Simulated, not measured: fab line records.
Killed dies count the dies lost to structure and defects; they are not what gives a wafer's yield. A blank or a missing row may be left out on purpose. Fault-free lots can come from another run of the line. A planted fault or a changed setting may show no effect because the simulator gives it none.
Which tool did it? || flow nand harc || 30 wafers from 10 lots sampled at 7 of the route's 1302 steps

## WHAT THE GAUGES SHOWED, per wafer
NHARC_P_STI_CD_MEAS_09 targets a cd of 200 nm.
{"lot": "L113", "measured": "day 3 06:19", "on": "cd sem-01", "cd nm (nm)": "200.3 199.7 199.0"}
{"lot": "L118", "measured": "day 5 09:19", "on": "cd sem-02", "cd nm (nm)": "208.8 207.1 204.7 209.0 207.0 204.9"}
{"lot": "L126", "measured": "day 8 14:44", "on": "cd sem-02", "cd nm (nm)": "196.4 198.8 200.1"}
{"lot": "L127", "measured": "day 9 02:02", "on": "cd sem-02", "cd nm (nm)": "200.2 198.6 199.2"}
{"lot": "L128", "measured": "day 9 12:19", "on": "cd sem-02", "cd nm (nm)": "199.7 200.3 198.2"}
{"lot": "L129", "measured": "day 9 21:49", "on": "cd sem-02", "cd nm (nm)": "198.3 200.3 201.2"}
{"lot": "L130", "measured": "day 10 08:34", "on": "cd sem-01", "cd nm (nm)": "201.4 202.1 202.5"}
{"lot": "L132", "measured": "day 11 03:34", "on": "cd sem-03", "cd nm (nm)": "201.5 201.9 202.5"}
{"lot": "L133", "measured": "day 11 14:52", "on": "cd sem-02", "cd nm (nm)": "199.7 200.9 198.3"}
{"lot": "L134", "measured": "day 11 23:35", "on": "cd sem-03", "cd nm (nm)": "197.8 196.6 198.5"}

NHARC_P_STI_OCD_MEAS_17.
{"lot": "L113", "measured": "day 3 07:07", "on": "ocd-02", "trench depth nm (nm)": "295 301 298", "trench foot cd nm (nm)": "159.1 157.4 157.6"}
{"lot": "L118", "measured": "day 5 23:08", "on": "ocd-02", "trench depth nm (nm)": "299 297 293 299 298 292", "trench foot cd nm (nm)": "166.8 165.4 163.7 166.7 165.6 163.8"}
{"lot": "L126", "measured": "day 8 15:32", "on": "ocd-02", "trench depth nm (nm)": "295 307 300", "trench foot cd nm (nm)": "155.1 156.2 158.3"}
{"lot": "L127", "measured": "day 9 02:49", "on": "ocd-01", "trench depth nm (nm)": "298 305 300", "trench foot cd nm (nm)": "157.8 156.0 157.1"}
{"lot": "L128", "measured": "day 9 13:07", "on": "ocd-02", "trench depth nm (nm)": "299 304 309", "trench foot cd nm (nm)": "157.7 158.0 155.4"}
{"lot": "L129", "measured": "day 9 22:36", "on": "ocd-02", "trench depth nm (nm)": "297 297 296", "trench foot cd nm (nm)": "156.3 158.8 159.5"}
{"lot": "L130", "measured": "day 10 09:23", "on": "ocd-02", "trench depth nm (nm)": "307 296 303", "trench foot cd nm (nm)": "158.5 160.6 160.1"}
{"lot": "L132", "measured": "day 11 04:21", "on": "ocd-01", "trench depth nm (nm)": "309 308 303", "trench foot cd nm (nm)": "158.8 159.1 159.4"}
{"lot": "L133", "measured": "day 11 15:41", "on": "ocd-01", "trench depth nm (nm)": "296 295 295", "trench foot cd nm (nm)": "158.2 159.7 156.4"}
{"lot": "L134", "measured": "day 12 00:22", "on": "ocd-02", "trench depth nm (nm)": "294 297 304", "trench foot cd nm (nm)": "157.1 154.8 156.3"}

NHARC_END_SORT_01.
{"lot": "L126", "measured": "day 30 08:26", "on": "prober-02", "killed at array": "66 52 58", "killed at other": "0 0 0", "killed at periphery": "2 7 3", "killed dies": "68 59 61", "killed open": "0 8 4", "killed short": "2 1 6"}
{"lot": "L127", "measured": "day 30 15:47", "on": "prober-01", "killed at array": "40 44 50", "killed at other": "0 0 0", "killed at periphery": "12 5 13", "killed dies": "52 49 63", "killed open": "2 3 5", "killed short": "1 3 4"}
{"lot": "L129", "measured": "day 31 13:11", "on": "prober-02", "killed at array": "33 32 31", "killed at other": "2 0 1", "killed at periphery": "0 0 0", "killed dies": "35 32 32", "killed open": "4 3 3", "killed short": "1 2 4"}

## EACH LOT AND THE TOOL THAT RAN IT (in order: tool; ch and the chambers of the sampled wafers; start)
{"lot": "L113", "NHARC_P_ZERO_WELL_DESCUM_13": "rie diel-09 ch 1,2,3, day 2 07:25", "NHARC_P_ZERO_WELL_ETCH_62": "rie diel-09 ch 0,1,2, day 2 07:53 or earlier", "NHARC_P_ZERO_WELL_ETCH_63": "rie si-01 ch 1,3, day 2 07:53", "NHARC_P_STI_EXPOSE_06": "krf scanner-02 ch 0, day 3 06:11"}
{"lot": "L118", "NHARC_P_ZERO_WELL_DESCUM_13": "rie diel-05 ch 0,3, day 4 09:24", "NHARC_P_ZERO_WELL_ETCH_62": "rie diel-05 ch 0,1,3, day 4 09:43 or earlier", "NHARC_P_ZERO_WELL_ETCH_63": "rie si-06 ch 0,1,2, day 4 09:43", "NHARC_P_STI_EXPOSE_06": "krf scanner-03 ch 0, day 5 09:10"}
{"lot": "L126", "NHARC_P_ZERO_WELL_DESCUM_13": "rie diel-05 ch 0,2,3, day 7 17:17", "NHARC_P_ZERO_WELL_ETCH_62": "rie diel-05 ch 0,3, day 7 17:41 or earlier", "NHARC_P_ZERO_WELL_ETCH_63": "rie si-01 ch 0,1,3, day 7 17:41", "NHARC_P_STI_EXPOSE_06": "krf scanner-02 ch 0, day 8 14:35"}
{"lot": "L127", "NHARC_P_ZERO_WELL_DESCUM_13": "rie diel-05 ch 2,3, day 8 03:17", "NHARC_P_ZERO_WELL_ETCH_62": "rie diel-05 ch 0,2,3, day 8 03:32 or earlier", "NHARC_P_ZERO_WELL_ETCH_63": "rie si-06 ch 0,2, day 8 03:32", "NHARC_P_STI_EXPOSE_06": "krf scanner-01 ch 0, day 9 01:53"}
{"lot": "L128", "NHARC_P_ZERO_WELL_DESCUM_13": "rie diel-11 ch 1,3, day 8 13:17", "NHARC_P_ZERO_WELL_ETCH_62": "rie diel-11 ch 0,1,3, day 8 13:35 or earlier", "NHARC_P_ZERO_WELL_ETCH_63": "rie si-01 ch 0,2,3, day 8 13:35", "NHARC_P_STI_EXPOSE_06": "krf scanner-03 ch 0, day 9 12:10"}
{"lot": "L129", "NHARC_P_ZERO_WELL_DESCUM_13": "rie diel-09 ch 0,2,3, day 8 23:24", "NHARC_P_ZERO_WELL_ETCH_62": "rie diel-09 ch 2,3, day 8 23:43 or earlier", "NHARC_P_ZERO_WELL_ETCH_63": "rie si-06 ch 1,2, day 8 23:43", "NHARC_P_STI_EXPOSE_06": "krf scanner-03 ch 0, day 9 21:40"}
{"lot": "L130", "NHARC_P_ZERO_WELL_DESCUM_13": "rie diel-11 ch 1,2, day 9 09:27", "NHARC_P_ZERO_WELL_ETCH_62": "rie diel-11 ch 1,3, day 9 09:44 or earlier", "NHARC_P_ZERO_WELL_ETCH_63": "rie si-06 ch 1,2,3, day 9 09:44", "NHARC_P_STI_EXPOSE_06": "krf scanner-01 ch 0, day 10 08:25"}
{"lot": "L132", "NHARC_P_ZERO_WELL_DESCUM_13": "rie diel-09 ch 0,2,3, day 10 05:29", "NHARC_P_ZERO_WELL_ETCH_62": "rie diel-09 ch 0,3, day 10 05:43 or earlier", "NHARC_P_ZERO_WELL_ETCH_63": "rie si-04 ch 2,3, day 10 05:43", "NHARC_P_STI_EXPOSE_06": "krf scanner-03 ch 0, day 11 03:25"}
{"lot": "L133", "NHARC_P_ZERO_WELL_DESCUM_13": "rie diel-11 ch 0,1,3, day 10 15:23", "NHARC_P_ZERO_WELL_ETCH_62": "rie diel-11 ch 0,1,2, day 10 15:39 or earlier", "NHARC_P_ZERO_WELL_ETCH_63": "rie si-06 ch 0,1,3, day 10 15:39", "NHARC_P_STI_EXPOSE_06": "krf scanner-03 ch 0, day 11 14:43"}
{"lot": "L134", "NHARC_P_ZERO_WELL_DESCUM_13": "rie diel-05 ch 0,3, day 11 01:23", "NHARC_P_ZERO_WELL_ETCH_62": "rie diel-05 ch 1,3, day 11 01:40 or earlier", "NHARC_P_ZERO_WELL_ETCH_63": "rie si-06 ch 0,2,3, day 11 01:40", "NHARC_P_STI_EXPOSE_06": "krf scanner-03 ch 0, day 11 23:27"}
- NHARC_P_ZERO_WELL_DESCUM_13: chemistry O2, time 3 s.
- NHARC_P_ZERO_WELL_ETCH_62: etches the open film in CHF3/Ar, target depth 13 nm, time 6.5 s.
- NHARC_P_ZERO_WELL_ETCH_63: etches the open film in HBr/Cl2, target depth 120 nm, time 40.1 s.
- NHARC_P_STI_EXPOSE_06: exposes mask P STI, target cd 200 nm.

## AS READ BY THE TOOLS THEMSELVES (means over the sampled wafers that have a number; for cases with no such wafer, the mark the record gives instead)
NHARC_P_ZERO_WELL_DESCUM_13.
{"lot": "L113", "tool": "rie diel-09", "drypump motor current A (A)": 5.54, "oes product au (a.u.)": 0.992, "rf vpp V (V)": 58.3, "showerhead plenum p Torr (Torr)": 1.94, "throttle valve pct (%)": 11.308}
{"lot": "L118", "tool": "rie diel-05", "drypump motor current A (A)": 5.72, "oes product au (a.u.)": 0.992, "rf vpp V (V)": 57.5, "showerhead plenum p Torr (Torr)": 1.88, "throttle valve pct (%)": 11.312}
{"lot": "L126", "tool": "rie diel-05", "drypump motor current A (A)": 5.88, "oes product au (a.u.)": 0.996, "rf vpp V (V)": 58.1, "showerhead plenum p Torr (Torr)": 1.92, "throttle valve pct (%)": 11.307}
{"lot": "L127", "tool": "rie diel-05", "drypump motor current A (A)": 6.06, "oes product au (a.u.)": 0.997, "rf vpp V (V)": 57.7, "showerhead plenum p Torr (Torr)": 1.97, "throttle valve pct (%)": 11.304}
{"lot": "L128", "tool": "rie diel-11", "drypump motor current A (A)": 5.54, "oes product au (a.u.)": 0.988, "rf vpp V (V)": 57.8, "showerhead plenum p Torr (Torr)": 1.86, "throttle valve pct (%)": 11.321}
{"lot": "L129", "tool": "rie diel-09", "drypump motor current A (A)": 5.50, "oes product au (a.u.)": 1.004, "rf vpp V (V)": 57.6, "showerhead plenum p Torr (Torr)": 1.86, "throttle valve pct (%)": 11.312}
{"lot": "L130", "tool": "rie diel-11", "drypump motor current A (A)": 5.65, "oes product au (a.u.)": 0.990, "rf vpp V (V)": 56.5, "showerhead plenum p Torr (Torr)": 1.82, "throttle valve pct (%)": 11.309}
{"lot": "L132", "tool": "rie diel-09", "drypump motor current A (A)": 5.49, "oes product au (a.u.)": 0.997, "rf vpp V (V)": 58.1, "showerhead plenum p Torr (Torr)": 1.85, "throttle valve pct (%)": 11.321}
{"lot": "L133", "tool": "rie diel-11", "drypump motor current A (A)": 5.71, "oes product au (a.u.)": 0.999, "rf vpp V (V)": 58.0, "showerhead plenum p Torr (Torr)": 1.84, "throttle valve pct (%)": 11.308}
{"lot": "L134", "tool": "rie diel-05", "drypump motor current A (A)": 5.73, "oes product au (a.u.)": 0.992, "rf vpp V (V)": 57.2, "showerhead plenum p Torr (Torr)": 1.87, "throttle valve pct (%)": 11.314}

NHARC_P_ZERO_WELL_ETCH_62.
{"lot": "L113", "tool": "rie diel-09", "drypump motor current A (A)": 5.53, "oes product au (a.u.)": 0.952, "rf vpp V (V)": 371.5, "showerhead plenum p Torr (Torr)": 2.37, "throttle valve pct (%)": 20.216}
{"lot": "L118", "tool": "rie diel-05", "drypump motor current A (A)": 5.80, "oes product au (a.u.)": 0.956, "rf vpp V (V)": 369.2, "showerhead plenum p Torr (Torr)": 2.31, "throttle valve pct (%)": 20.215}
{"lot": "L126", "tool": "rie diel-05", "drypump motor current A (A)": 5.90, "oes product au (a.u.)": 0.949, "rf vpp V (V)": 370.9, "showerhead plenum p Torr (Torr)": 2.35, "throttle valve pct (%)": 20.213}
{"lot": "L127", "tool": "rie diel-05", "drypump motor current A (A)": 5.90, "oes product au (a.u.)": 0.965, "rf vpp V (V)": 371.5, "showerhead plenum p Torr (Torr)": 2.36, "throttle valve pct (%)": 20.217}
{"lot": "L128", "tool": "rie diel-11", "drypump motor current A (A)": 5.69, "oes product au (a.u.)": 0.939, "rf vpp V (V)": 368.5, "showerhead plenum p Torr (Torr)": 2.27, "throttle valve pct (%)": 20.221}
{"lot": "L129", "tool": "rie diel-09", "drypump motor current A (A)": 5.70, "oes product au (a.u.)": 0.959, "rf vpp V (V)": 370.5, "showerhead plenum p Torr (Torr)": 2.35, "throttle valve pct (%)": 20.214}
{"lot": "L130", "tool": "rie diel-11", "drypump motor current A (A)": 5.62, "oes product au (a.u.)": 0.949, "rf vpp V (V)": 369.0, "showerhead plenum p Torr (Torr)": 2.31, "throttle valve pct (%)": 20.219}
{"lot": "L132", "tool": "rie diel-09", "drypump motor current A (A)": 5.32, "oes product au (a.u.)": 0.970, "rf vpp V (V)": 367.4, "showerhead plenum p Torr (Torr)": 2.20, "throttle valve pct (%)": 20.214}
{"lot": "L133", "tool": "rie diel-11", "drypump motor current A (A)": 5.84, "oes product au (a.u.)": 0.967, "rf vpp V (V)": 367.2, "showerhead plenum p Torr (Torr)": 2.21, "throttle valve pct (%)": 20.212}
{"lot": "L134", "tool": "rie diel-05", "drypump motor current A (A)": 5.84, "oes product au (a.u.)": 0.963, "rf vpp V (V)": 369.6, "showerhead plenum p Torr (Torr)": 2.28, "throttle valve pct (%)": 20.222}

NHARC_P_ZERO_WELL_ETCH_63.
{"lot": "L113", "tool": "rie si-01", "drypump motor current A (A)": 6.0, "oes product au (a.u.)": 1.001, "throttle valve pct (%)": 26.410}
{"lot": "L118", "tool": "rie si-06", "drypump motor current A (A)": 5.3, "oes product au (a.u.)": 0.988, "throttle valve pct (%)": 26.399}
{"lot": "L126", "tool": "rie si-01", "drypump motor current A (A)": 6.0, "oes product au (a.u.)": 0.999, "throttle valve pct (%)": 26.399}
{"lot": "L127", "tool": "rie si-06", "drypump motor current A (A)": 5.2, "oes product au (a.u.)": 0.989, "throttle valve pct (%)": 26.409}
{"lot": "L128", "tool": "rie si-01", "drypump motor current A (A)": 5.8, "oes product au (a.u.)": 0.995, "throttle valve pct (%)": 26.400}
{"lot": "L129", "tool": "rie si-06", "drypump motor current A (A)": 5.2, "oes product au (a.u.)": 1.000, "throttle valve pct (%)": 26.411}
{"lot": "L130", "tool": "rie si-06", "drypump motor current A (A)": 5.5, "oes product au (a.u.)": 1.006, "throttle valve pct (%)": 26.403}
{"lot": "L132", "tool": "rie si-04", "drypump motor current A (A)": 5.6, "oes product au (a.u.)": 0.984, "throttle valve pct (%)": 26.405}
{"lot": "L133", "tool": "rie si-06", "drypump motor current A (A)": 5.5, "oes product au (a.u.)": 1.008, "throttle valve pct (%)": 26.400}
{"lot": "L134", "tool": "rie si-06", "drypump motor current A (A)": 5.5, "oes product au (a.u.)": 0.997, "throttle valve pct (%)": 26.398}

NHARC_P_STI_EXPOSE_06.
{"lot": "L113", "tool": "krf scanner-02", "focus offset nm (nm)": -0.1, "reticle temp C (C)": 22.97}
{"lot": "L118", "tool": "krf scanner-03", "focus offset nm (nm)": 0.2, "reticle temp C (C)": 22.83}
{"lot": "L126", "tool": "krf scanner-02", "focus offset nm (nm)": -0.5, "reticle temp C (C)": 23.05}
{"lot": "L127", "tool": "krf scanner-01", "focus offset nm (nm)": -0.0, "reticle temp C (C)": 23.07}
{"lot": "L128", "tool": "krf scanner-03", "focus offset nm (nm)": -0.5, "reticle temp C (C)": 22.94}
{"lot": "L129", "tool": "krf scanner-03", "focus offset nm (nm)": 0.2, "reticle temp C (C)": 22.93}
{"lot": "L130", "tool": "krf scanner-01", "focus offset nm (nm)": 0.2, "reticle temp C (C)": 22.92}
{"lot": "L132", "tool": "krf scanner-03", "focus offset nm (nm)": -0.0, "reticle temp C (C)": 22.92}
{"lot": "L133", "tool": "krf scanner-03", "focus offset nm (nm)": 0.2, "reticle temp C (C)": 22.88}
{"lot": "L134", "tool": "krf scanner-03", "focus offset nm (nm)": 0.6, "reticle temp C (C)": 22.93}

## THE ANSWER, worked out from the rows above alone
Rule: the usual values come from the lots themselves. The widest of any qualifying gaps counts: lots, ordered by their means at a reading, are off when they make up no more than a third of the lots, leave a main group of 4 or more, and stand apart from it by 3 or more times the standard deviation of that group's means. A main group whose means are all the same, to the digits that the tables above print for the reading, isn't used. Also off: a lot with no number at a reading for which 4 or more lots have one. All remaining lots with rows at the step are treated as sound. After the gauges, taken in route order, come the tools' own readings; for these a lot's mean is taken, as printed above. The first step at which some lot is off is used, and at that step the reading that is off furthest; a lot without a number counts as furthest.
Off: L118, at NHARC_P_STI_CD_MEAS_09 (cd nm). The main group has a mean of 199.8 nm with a standard deviation of 1.4.
A tool fits if, at a process step before that reading, it ran every lot that is off, and no sound lot after the first of them. Not tried: the gauges at NHARC_P_STI_CD_MEAS_09; whatever is off there is also off at NHARC_P_STI_OCD_MEAS_17, on other tools, and gauge error can't account for it. NHARC_P_ZERO_WELL_ETCH_62 gives no start for some lots, so the hours and the order of its lots are those of NHARC_P_ZERO_WELL_ETCH_63. No candidate that was tried fits.

## WHAT THE SIMULATOR HAD PUT IN
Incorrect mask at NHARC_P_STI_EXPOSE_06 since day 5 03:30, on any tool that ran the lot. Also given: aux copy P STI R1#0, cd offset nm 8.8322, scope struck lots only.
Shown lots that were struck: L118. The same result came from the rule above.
